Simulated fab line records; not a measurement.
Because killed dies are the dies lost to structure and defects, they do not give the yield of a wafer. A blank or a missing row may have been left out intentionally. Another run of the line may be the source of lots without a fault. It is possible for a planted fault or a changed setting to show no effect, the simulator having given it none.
fab line records	flow nand_harc
record: lots: 7	wafers: 21	last_day: 33
route steps=1302 shown A_CONTACT@1103 A_BLC@1107 END@1302
lots that met no fault: taken from a fault-free run of the same line
start_h: hours from the record's opening day to when the first of the lot's shown wafers began	wait_h: how many hours have passed since the lot's step before this one	" unchanged from the row above	L1.1+2: several wafers, shown together as one row	- no value, or no start given	* or withheld: withheld	< > ~ a bound
route shown NAME@n: a module of which the file shows steps, and the number in the route of the first	usual: mean/standard deviation of fault-free wafers	same: alike in all rows	chamber/n: place in a boat	sites: each site's reading	_std_site: standard deviation across them	_edge_site: outer sites' mean less inner sites'	radius_mm: for every site, how far away it sits from the centre of the wafer	mask NAME#n: copy n	behind: the tool/chamber that last shaped the wafer	hold: reason for holding the lot/hours on hold/outcome of the hold	device: whichever transistor did not switch (one of n, p or np)	end of line: the tests these same wafers got at the end of their route	a step given without rows: its recipe and nothing more	killed: dies lost to structure and defects at the first sort, not the wafer's yield	map: per-die view of a wafer (x killed, . not killed, _ where there is no die)
set.NAME: setting as actually run; set.NAME@STEP: the setting as run at that earlier step	model.NAME: the simulator's own value behind a step, which no gauge read
certain route steps with their lots: each step a table, each wafer a row
services: a tool's chamber out of use, with start hour (start_h, from the record's first day; less than 0 if before it), hours out, and reason
== steps ==
step: NHARC_A_CONTACT_CMP_20
recipe: t_overpolish_s: 30	target_thk_nm: 300
usual: motor_current_A: 12.3/0.9	overpolish_run_s: 29.999/0.0087	time_to_endpoint_s: 60.2/2.7
lot.wafer	tool	chamber	start_h	wait_h	motor_current_A	overpolish_run_s	time_to_endpoint_s
L575.3	cmp-04	1	540.99	0.4	11.0	29.987	57.9
L575.4	"	2	"	"	11.3	30.008	62.1
L575.6	"	0	"	"	12.5	29.995	61.1
L579.1	cmp-04	1	577.04	0.7	11.8	29.998	60.9
L579.6	"	3	"	"	11.2	30.009	64.6
L579.5	"	0	"	"	12.4	29.993	60.7
L581.3	cmp-03	1	593.78	0.5	11.6	30.003	57.2
L581.5	"	2	"	"	13.5	29.996	60.4
L581.6	"	3	"	"	11.7	30.009	60.4
L582.3	cmp-03	1	597.36	0.4	12.4	29.995	56.6
L582.1	"	3	"	"	11.0	30.003	62.4
L582.5	"	0	"	"	12.4	29.991	61.7
L583.3	cmp-04	0	603.57	0.4	12.8	30.002	61.2
L583.4	"	2	"	"	11.0	29.992	60.0
L583.5	"	0	"	"	12.8	30.000	61.7
L594.2	cmp-01	1	721.98	0.7	10.7	30.005	60.3
L594.4	"	2	"	"	13.2	29.990	56.5
L594.5	"	1	"	"	11.7	29.989	58.1
L593.2	cmp-01	3	726.69	0.8	13.4	30.006	61.0
L593.5	"	3	"	"	12.6	30.007	60.2
L593.6	"	0	"	"	13.5	30.001	61.0
step: NHARC_A_CONTACT_SRD_22
step: NHARC_A_CONTACT_INSPECT_23
usual: raw_defect_count: 542/140
lot.wafer	tool	chamber	start_h	wait_h	raw_defect_count
L575.3	defect_inspect-01	-	541.37	0.1	677
L575.4	"	-	"	"	622
L575.6	"	-	"	"	493
L579.1	defect_inspect-02	-	577.39	0.1	402
L579.5	"	-	"	"	407
L579.6	"	-	"	"	331
L581.3	defect_inspect-02	-	594.13	0.1	582
L581.5	"	-	"	"	566
L581.6	"	-	"	"	562
L582.1	defect_inspect-01	-	597.76	0.1	620
L582.3	"	-	"	"	446
L582.5	"	-	"	"	650
L583.3	defect_inspect-01	-	603.98	0.1	406
L583.4	"	-	"	"	356
L583.5	"	-	"	"	456
L594.2	defect_inspect-02	-	722.36	0.1	580
L594.4	"	-	"	"	601
L594.5	"	-	"	"	454
L593.2	defect_inspect-01	-	727.10	0.1	455
L593.5	"	-	"	"	810
L593.6	"	-	"	"	572
step: NHARC_A_BLC_DEHYDRATE_00
recipe: temp_c: 150	time_s: 120
step: NHARC_A_BLC_HMDS_01
recipe: time_s: 30
step: NHARC_A_BLC_COAT_02
recipe: temp_c: 260	time_s: 75
step: NHARC_A_BLC_COAT_03
recipe: temp_c: 225	time_s: 65
step: NHARC_A_BLC_COAT_04
recipe: spin_rpm: 1500	resist_thk_nm: 90
step: NHARC_A_BLC_SOFTBAKE_05
recipe: temp_c: 105	time_s: 55
step: NHARC_A_BLC_EBR_06
step: NHARC_A_BLC_EXPOSE_07
recipe: na: 1.35	target_cd_nm: 100	dose_mj: 67.97	mask_id: A_BLC
step: NHARC_A_BLC_PEB_08
recipe: peb_temp_c: 100	peb_time_s: 65
usual: chill_plate_temp_C: 23.00/0.1
lot.wafer	tool	chamber	start_h	wait_h	chill_plate_temp_C
L575.3	litho_track-04	0	541.67	0.0	22.97
L575.4	"	0	"	"	22.96
L575.6	"	0	"	"	23.00
L579.1	litho_track-04	0	577.69	0.1	22.99
L579.5	"	0	"	"	23.06
L579.6	"	0	"	"	23.11
L581.3	litho_track-04	0	594.44	0.0	23.12
L581.5	"	0	"	"	23.00
L581.6	"	0	"	"	22.81
L582.1	litho_track-04	0	598.19	0.1	22.95
L582.3	"	0	"	"	22.94
L582.5	"	0	"	"	23.06
L583.3	litho_track-04	0	604.40	0.0	23.06
L583.4	"	0	"	"	22.93
L583.5	"	0	"	"	22.91
L594.2	litho_track-06	0	722.66	0.1	22.97
L594.4	"	0	"	"	22.91
L594.5	"	0	"	"	23.01
L593.2	litho_track-06	0	727.53	0.1	23.07
L593.5	"	0	"	"	23.02
L593.6	"	0	"	"	23.03
step: NHARC_A_BLC_DEVELOP_09
recipe: develop_time_s: 35	dev_temp_c: 23
step: NHARC_A_BLC_CD_MEAS_10
recipe: target_cd_nm: 100	landing_energy_ev: 500
usual: cd_nm: 100.0/0.45
lot.wafer	tool	chamber	start_h	wait_h	cd_nm
L575.3	cd_sem-03	0	541.76	-	99.9
L575.4	"	0	"	"	99.6
L575.6	"	0	"	"	99.9
L579.1	cd_sem-01	0	577.77	-	99.6
L579.5	"	0	"	"	99.7
L579.6	"	0	"	"	100.6
L581.3	cd_sem-01	0	594.52	-	99.3
L581.5	"	0	"	"	108.1
L581.6	"	0	"	"	108.3
L582.1	cd_sem-01	0	598.27	-	100.2
L582.3	"	0	"	"	100.4
L582.5	"	0	"	"	108.4
L583.3	cd_sem-03	0	604.49	-	99.5
L583.4	"	0	"	"	108.0
L583.5	"	0	"	"	108.0
L594.2	cd_sem-02	0	722.74	-	100.1
L594.4	"	0	"	"	99.9
L594.5	"	0	"	"	99.3
L593.2	cd_sem-01	0	727.61	-	99.8
L593.5	"	0	"	"	99.8
L593.6	"	0	"	"	99.4
step: NHARC_A_BLC_OVL_MEAS_11
usual: overlay_x_nm: -0.1/0.6	overlay_y_nm: 0.0/0.62
lot.wafer	tool	chamber	start_h	wait_h	overlay_x_nm	overlay_y_nm
L575.3	overlay-01	-	541.84	-	-0.8	-0.1
L575.4	"	-	"	"	-1.1	0.6
L575.6	"	-	"	"	-0.7	0.8
L579.1	overlay-02	-	577.86	-	0.0	0.6
L579.5	"	-	"	"	-0.3	-0.2
L579.6	"	-	"	"	-0.1	0.0
L581.3	overlay-02	-	594.60	-	-0.6	-0.1
L581.5	"	-	"	"	-0.4	-0.2
L581.6	"	-	"	"	-0.2	-0.1
L582.1	overlay-02	-	598.36	-	0.7	0.2
L582.3	"	-	"	"	0.7	0.9
L582.5	"	-	"	"	0.9	0.7
L583.3	overlay-02	-	604.57	-	-0.5	-0.1
L583.4	"	-	"	"	-1.0	-0.2
L583.5	"	-	"	"	-0.7	-0.3
L594.2	overlay-01	-	722.83	-	0.4	-0.7
L594.4	"	-	"	"	0.4	-1.1
L594.5	"	-	"	"	0.6	-0.9
L593.2	overlay-02	-	727.69	-	0.5	-0.4
L593.5	"	-	"	"	-0.1	-0.3
L593.6	"	-	"	"	-0.1	-0.3
step: NHARC_A_BLC_INSPECT_12
usual: raw_defect_count: 83/29
lot.wafer	tool	chamber	start_h	wait_h	raw_defect_count
L575.3	defect_inspect-02	-	541.88	0.0	81
L575.4	"	-	"	"	111
L575.6	"	-	"	"	83
L579.1	defect_inspect-01	-	577.90	0.0	83
L579.5	"	-	"	"	72
L579.6	"	-	"	"	64
L581.3	defect_inspect-01	-	594.64	0.0	67
L581.5	"	-	"	"	79
L581.6	"	-	"	"	49
L582.1	defect_inspect-02	-	598.40	0.0	99
L582.3	"	-	"	"	82
L582.5	"	-	"	"	79
L583.3	defect_inspect-02	-	604.61	0.0	74
L583.4	"	-	"	"	62
L583.5	"	-	"	"	61
L594.2	defect_inspect-02	-	722.86	0.0	124
L594.4	"	-	"	"	118
L594.5	"	-	"	"	133
L593.2	defect_inspect-01	-	727.73	0.0	52
L593.5	"	-	"	"	63
L593.6	"	-	"	"	31
step: NHARC_A_BLC_DESCUM_15
recipe: time_s: 3	o2_flow_sccm: 200	ar_flow_sccm: 0	bias_power_w: 0	chemistry: O2
usual: drypump_motor_current_A: 5.6/0.35	oes_product_au: 1.000/0.0067	rf_vpp_V: 57.7/0.87	showerhead_plenum_p_Torr: 1.89/0.083	throttle_valve_pct: 11.311/0.0089
lot.wafer	tool	chamber	start_h	wait_h	drypump_motor_current_A	oes_product_au	rf_hours_counter_h	rf_vpp_V	showerhead_plenum_p_Torr	throttle_valve_pct	model.A_BLC.cd_nm
L575.3	rie_diel-13	3	541.94	0.1	5.2	0.989	4	56.5	1.79	11.315	99.33
L575.4	"	0	"	"	6.0	0.991	4	56.7	1.81	11.310	99.42
L575.6	"	3	"	"	5.2	0.995	-	56.9	1.79	11.318	99.67
L579.1	rie_diel-09	0	577.98	0.1	5.5	1.012	6	58.0	1.96	11.320	100.2
L579.5	"	2	"	"	5.3	0.992	-	56.8	1.87	11.300	99.78
L579.6	"	3	"	"	5.6	0.999	-	58.6	1.97	11.316	101.1
L581.3	rie_diel-09	2	594.72	0.1	5.3	0.996	7	58.6	1.87	11.310	99.04
L581.6	"	3	"	"	5.6	0.995	-	59.5	1.97	11.337	108.3
L581.5	"	0	"	"	5.5	0.995	-	57.3	1.96	11.316	109.1
L582.1	rie_diel-09	0	598.46	0.1	5.5	1.004	7	57.2	1.96	11.313	100.3
L582.3	"	3	"	"	5.7	1.002	7	58.7	1.97	11.302	100.1
L582.5	"	0	"	"	5.4	1.005	-	57.1	1.96	11.308	108.4
L583.4	rie_diel-04	2	604.68	0.1	5.6	1.001	27	58.6	1.78	11.317	108.3
L583.3	"	3	"	"	6.1	1.013	29	57.6	1.77	11.319	99.23
L583.5	"	0	"	"	6.0	1.004	-	57.2	2.05	11.319	107.9
L594.4	rie_diel-09	0	722.92	0.1	5.5	0.988	3	57.1	1.96	11.309	100.8
L594.2	"	1	"	"	5.2	0.986	3	56.4	1.87	11.286	100.2
L594.5	"	1	"	"	5.1	1.000	-	58.3	1.87	11.327	99.47
L593.2	rie_diel-13	0	727.80	0.1	6.0	1.002	3	56.3	1.81	11.309	99.62
L593.6	"	3	"	"	5.2	1.000	-	56.3	1.78	11.301	98.95
L593.5	"	0	"	"	6.0	1.013	-	57.3	1.81	11.327	100.1
step: NHARC_A_BLC_ETCH_16
recipe: target_depth_a: 390	over_etch_frac: 0.3	time_s: 65	ion_energy_ev: 80	cf4_flow_sccm: 150	ar_flow_sccm: 0	rf_w: 300	bias_w: 100	chemistry: CF4
usual: drypump_motor_current_A: 5.6/0.35	oes_product_au: 0.999/0.0065	rf_vpp_V: 151.0/1.1	showerhead_plenum_p_Torr: 1.74/0.069	throttle_valve_pct: 13.283/0.009
lot.wafer	tool	chamber	start_h	wait_h	drypump_motor_current_A	oes_product_au	rf_hours_counter_h	rf_vpp_V	showerhead_plenum_p_Torr	throttle_valve_pct
L575.4	rie_diel-13	1	542.03	0.1	5.3	1.005	3	152.2	1.83	13.274
L575.3	"	2	"	"	5.9	1.007	4	150.9	1.77	13.276
L575.6	"	3	"	"	5.2	0.998	-	150.4	1.66	13.288
L579.1	rie_diel-09	3	578.05	0.1	5.6	0.993	5	151.2	1.82	13.287
L579.6	"	2	"	"	5.3	0.998	-	149.4	1.73	13.289
L579.5	"	3	"	"	5.6	0.986	-	152.9	1.82	13.285
L581.3	rie_diel-09	1	594.80	0.1	5.1	0.995	7	149.6	1.73	13.275
L581.6	"	3	"	"	5.6	0.993	-	149.8	1.82	13.285
L581.5	"	0	"	"	5.4	0.992	-	153.9	1.81	13.285
L582.1	rie_diel-09	3	598.55	0.1	5.6	0.997	7	150.4	1.82	13.278
L582.3	"	0	"	"	5.4	0.996	7	151.4	1.81	13.271
L582.5	"	2	"	"	5.2	0.983	-	151.5	1.73	13.281
L583.4	rie_diel-04	0	604.76	0.1	5.9	0.995	24	152.3	1.88	13.288
L583.3	"	1	"	"	6.0	1.008	28	150.2	1.74	13.280
L583.5	"	3	"	"	6.1	1.004	-	149.9	1.64	13.289
L594.2	rie_diel-09	0	723.01	0.1	5.4	1.005	3	152.6	1.81	13.286
L594.4	"	2	"	"	5.2	0.994	3	150.9	1.73	13.294
L594.5	"	0	"	"	5.4	0.997	-	152.4	1.81	13.280
L593.2	rie_diel-13	1	727.88	0.1	5.3	0.994	3	151.2	1.82	13.296
L593.6	"	0	"	"	6.0	1.000	-	149.5	1.68	13.266
L593.5	"	1	"	"	5.3	0.997	-	150.7	1.82	13.282
step: NHARC_A_BLC_ETCH_17
recipe: target_depth_a: 3900	over_etch_frac: 0.25	time_s: 609.38	ion_energy_ev: 200	n2_flow_sccm: 150	h2_flow_sccm: 150	ar_flow_sccm: 0	rf_w: 400	bias_w: 150	chemistry: N2/H2
usual: drypump_motor_current_A: 5.6/0.35	oes_product_au: 0.999/0.0074	rf_vpp_V: 430.0/2.5	showerhead_plenum_p_Torr: 2.02/0.088	throttle_valve_pct: 14.172/0.0087
lot.wafer	tool	chamber	start_h	wait_h	drypump_motor_current_A	oes_product_au	rf_hours_counter_h	rf_vpp_V	showerhead_plenum_p_Torr	throttle_valve_pct
L575.3	rie_diel-13	1	-	-	5.3	0.999	3	430.7	2.12	14.177
L575.4	"	3	"	"	5.2	0.997	4	426.8	1.90	14.177
L575.6	"	1	"	"	5.3	0.990	-	431.7	2.12	14.165
L579.1	rie_diel-09	3	-	-	5.7	0.979	5	431.9	2.10	14.172
L579.6	"	0	"	"	5.4	0.988	-	432.3	2.09	14.176
L579.5	"	1	"	"	5.1	0.981	-	429.1	2.00	14.177
L581.3	rie_diel-09	0	-	-	5.4	1.001	7	431.8	2.09	14.160
L581.5	"	3	"	"	5.7	0.993	-	432.1	2.10	14.169
L581.6	"	0	"	"	5.4	1.003	-	434.0	2.09	14.178
L582.1	rie_diel-09	3	-	-	5.7	0.990	7	432.4	2.10	14.178
L582.3	"	0	"	"	5.5	0.999	7	432.0	2.09	14.172
L582.5	"	3	"	"	5.7	0.995	-	430.9	2.10	14.173
L583.4	rie_diel-04	1	-	-	6.0	1.009	28	429.2	2.00	14.173
L583.3	"	2	"	"	5.6	1.005	27	426.9	1.90	14.161
L583.5	"	0	"	"	6.0	1.001	-	435.6	2.19	14.161
L594.2	rie_diel-09	1	-	-	5.1	0.991	3	430.4	1.99	14.178
L594.4	"	3	"	"	5.7	0.992	2	431.1	2.10	14.160
L594.5	"	0	"	"	5.4	0.995	-	432.2	2.09	14.180
L593.2	rie_diel-13	3	-	-	5.2	1.003	3	425.9	1.90	14.189
L593.5	"	1	"	"	5.3	1.009	-	431.8	2.11	14.177
L593.6	"	2	"	"	5.9	0.991	-	429.3	2.04	14.167
step: NHARC_A_BLC_ETCH_18
recipe: target_depth_a: 9100	c4f8_flow_sccm: 20	o2_flow_sccm: 10	ar_flow_sccm: withheld	rf_w: 600	bias_w: 1500	chemistry: C4F8/O2/Ar
usual: oes_product_au: 0.953/0.022	rf_vpp_V: 976/5.5
lot.wafer	tool	chamber	start_h	wait_h	oes_product_au	rf_hours_counter_h	rf_vpp_V	model.A_BLC.cd_nm
L575.4	rie_diel-13	3	-	-	0.960	4	970	101.5
L575.3	"	1	"	"	0.968	4	983	97.95
L575.6	"	0	"	"	0.921	-	970	98.51
L579.1	rie_diel-09	0	-	-	0.928	6	981	100.9
L579.6	"	0	"	"	0.937	-	982	98.88
L579.5	"	1	"	"	0.933	-	975	101.2
L581.3	rie_diel-09	0	-	-	0.919	7	981	97.04
L581.6	"	2	"	"	0.922	-	975	107.4
L581.5	"	3	"	"	0.924	-	982	109.8
L582.3	rie_diel-09	0	-	-	0.959	8	980	98.11
L582.1	"	2	"	"	0.968	7	975	101.5
L582.5	"	0	"	"	0.965	-	982	108.5
L583.4	rie_diel-04	0	-	-	0.964	24	987	110.5
L583.3	"	2	"	"	0.976	27	971	99.12
L583.5	"	1	"	"	0.958	-	978	108.3
L594.2	rie_diel-09	3	-	-	0.972	2	982	100.2
L594.4	"	0	"	"	0.958	3	981	102.6
L594.5	"	2	"	"	0.969	-	976	100.3
L593.2	rie_diel-13	0	-	-	0.962	3	971	98.32
L593.5	"	3	"	"	0.963	-	969	100.2
L593.6	"	0	"	"	0.965	-	971	98.99
step: NHARC_A_BLC_CD_MEAS_19
usual: cd_nm: 100.1/1.6
lot.wafer	tool	chamber	start_h	wait_h	cd_nm
L575.3	cd_sem-02	-	542.91	-	97.9
L575.4	"	-	"	"	101.9
L575.6	"	-	"	"	98.4
L579.1	cd_sem-01	-	578.92	-	100.7
L579.5	"	-	"	"	101.4
L579.6	"	-	"	"	98.7
L581.3	cd_sem-03	-	595.67	-	97.0
L581.5	"	-	"	"	109.7
L581.6	"	-	"	"	107.8
L582.1	cd_sem-03	-	599.42	-	101.7
L582.3	"	-	"	"	98.3
L582.5	"	-	"	"	108.5
L583.3	cd_sem-03	-	605.64	-	99.0
L583.4	"	-	"	"	110.4
L583.5	"	-	"	"	108.2
L594.2	cd_sem-01	-	723.90	-	100.5
L594.4	"	-	"	"	102.8
L594.5	"	-	"	"	100.4
L593.2	cd_sem-01	-	728.77	-	98.2
L593.5	"	-	"	"	100.3
L593.6	"	-	"	"	98.9
step: NHARC_END_SORT_01
recipe: temp_c: 25
usual: killed_at_array: 47/14	killed_at_other: 0.5/0.72	killed_at_periphery: 4/3.1	killed_dies: 52/15	killed_open: 3.2/1.9	killed_short: 2.4/1.7
same: gross_dies: 677
lot.wafer	tool	chamber	start_h	wait_h	killed_at_array	killed_at_other	killed_at_periphery	killed_dies	killed_open	killed_short
L581.3	prober-02	0	747.11	3.1	35	1	4	40	2	1
L581.6	prober-02	0	749.54	4.0	40	0	6	46	2	4
L583.4	prober-01	0	753.25	3.4	35	2	9	46	2	1
L583.5	prober-01	0	754.05	3.7	36	1	2	39	1	2
L582.1	prober-01	0	758.70	2.5	36	0	3	39	2	3
L582.3	prober-01	0	760.29	3.1	23	1	4	28	1	2
killed by level:class
L581.3 A_SLIT:chamber_film_flake=15 A_CHANNEL_HOLE_D1:chamber_film_flake=8 A_WL_FILL:chamber_film_flake=4 A_CHANNEL_HOLE_D2:unspecified=2 A_CONTACT:chamber_film_flake=2 A_M1:chamber_film_flake=2 P_GATE:geometric_particle:short=1 P_M0:geometric_particle:open=1
L581.6 A_SLIT:chamber_film_flake=25 A_WL_FILL:chamber_film_flake=3 P_GATE:chamber_film_flake=2 P_CONTACT:chamber_film_flake=2 A_CHANNEL_HOLE_D1:chamber_film_flake=2 A_CONTACT:chamber_film_flake=2 P_STI:geometric_particle:short=1 A_CHANNEL_FILL_D1:geometric_particle:open=1
L583.4 A_CHANNEL_HOLE_D1:chamber_film_flake=20 A_STAIRCASE:chamber_film_flake=7 P_STI:chamber_film_flake=3 P_CONTACT:chamber_film_flake=3 P_ZERO_WELL:chamber_film_flake=2 HYBRID_BOND:latent=2 P_M2:geometric_particle:open=1 A_DECK1_JOINT:geometric_particle:short=1
L583.5 A_CHANNEL_HOLE_D1:chamber_film_flake=23 A_STAIRCASE:chamber_film_flake=3 A_M0:chamber_film_flake=3 P_CONTACT:chamber_film_flake=2 A_SLIT:chamber_film_flake=2 A_ONON_D2:geometric_particle:short=1 A_WL_FILL:geometric_particle:open=1 STARTING-WAFER:geometric_particle:short=1
L582.1 A_SLIT:chamber_film_flake=11 A_CONTACT:chamber_film_flake=6 A_CHANNEL_HOLE_D1:chamber_film_flake=5 A_CHANNEL_HOLE_D2:chamber_film_flake=4 P_CONTACT:chamber_film_flake=3 A_DECK1_JOINT:chamber_film_flake=2 A_STAIRCASE:chamber_film_flake=2 A_CHANNEL_HOLE_D1:geometric_particle:open=1
L582.3 A_SLIT:chamber_film_flake=9 A_CHANNEL_HOLE_D2:chamber_film_flake=5 A_CHANNEL_HOLE_D1:chamber_film_flake=3 P_ZERO_WELL:chamber_film_flake=2 A_CONTACT:chamber_film_flake=2 A_ONON_D2:geometric_particle:short=1 A_ONON_D2:geometric_particle:open=1 A_CHANNEL_FILL_D2:geometric_particle:short=1
== services ==
tool	chamber	start_h	hours	kind
rie_diel-04	2	520.78	7.4	repair
cmp-04	-	526.71	4.0	pm
litho_track-04	-	529.00	7.0	pm
cmp-03	-	530.29	4.0	pm
rie_diel-09	-	536.62	0.5	repair
rie_diel-04	0	541.99	1.3	repair
cmp-03	-	545.37	6.6	repair
rie_diel-04	1	553.16	6.0	repair
rie_diel-13	1	567.27	13.8	repair
cmp-04	-	572.50	2.6	repair
cmp-04	-	594.83	0.8	repair
rie_diel-13	0	600.41	8.4	repair
rie_diel-13	2	622.40	2.1	repair
cmp-04	-	624.75	4.0	pm
rie_diel-13	3	627.44	1.7	repair
rie_diel-13	1	649.00	7.9	repair
rie_diel-09	-	650.15	9.0	pm
rie_diel-09	3	671.76	6.7	repair
rie_diel-13	-	672.03	9.0	pm
cmp-04	-	679.99	5.3	repair
rie_diel-04	-	685.16	9.0	pm
litho_track-04	-	704.00	7.0	pm
rie_diel-04	2	708.15	8.4	repair
cmp-04	-	722.75	4.0	pm
== key ==
first_sign: step: NHARC_A_BLC_CD_MEAS_10	reading: cd_nm	direction: up	sigmas: 18	usual: 100.0	struck: 108.2
effect: step: NHARC_A_BLC_CD_MEAS_19	reading: cd_nm	direction: up	sigmas: 5.5	usual: 100.1	struck: 108.9
model_effect: step: NHARC_A_BLC_DESCUM_15	value: A_BLC.cd_nm	without: 99.84	struck: 108.4
model_effect: step: NHARC_A_BLC_ETCH_18	value: A_BLC.cd_nm	without: 100.3	struck: 108.9
met_at NHARC_A_BLC_PEB_08
struck_wafers L581.5,L581.6,L582.5,L583.4,L583.5
tester_left_out L581,L582,L583
onset_between 577.69 594.44
fault: kind: process_parameter_drift	tool: litho_track-04	chamber: -	onset_h: 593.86	steps: NHARC_A_BLC_PEB_08	channel: peb_time_s	offset: *	shape: step	end_h: 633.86	scope: struck_wafers_only	acts_in: *	stated: *
tester_left_out: of these lots the tester's yield and bins aren't shown, on N5 and GAA mostly nor the transistor test; their killed dies are dies lost to structure and defects alone, not to doping, threshold or leakage, so they don't give the yield
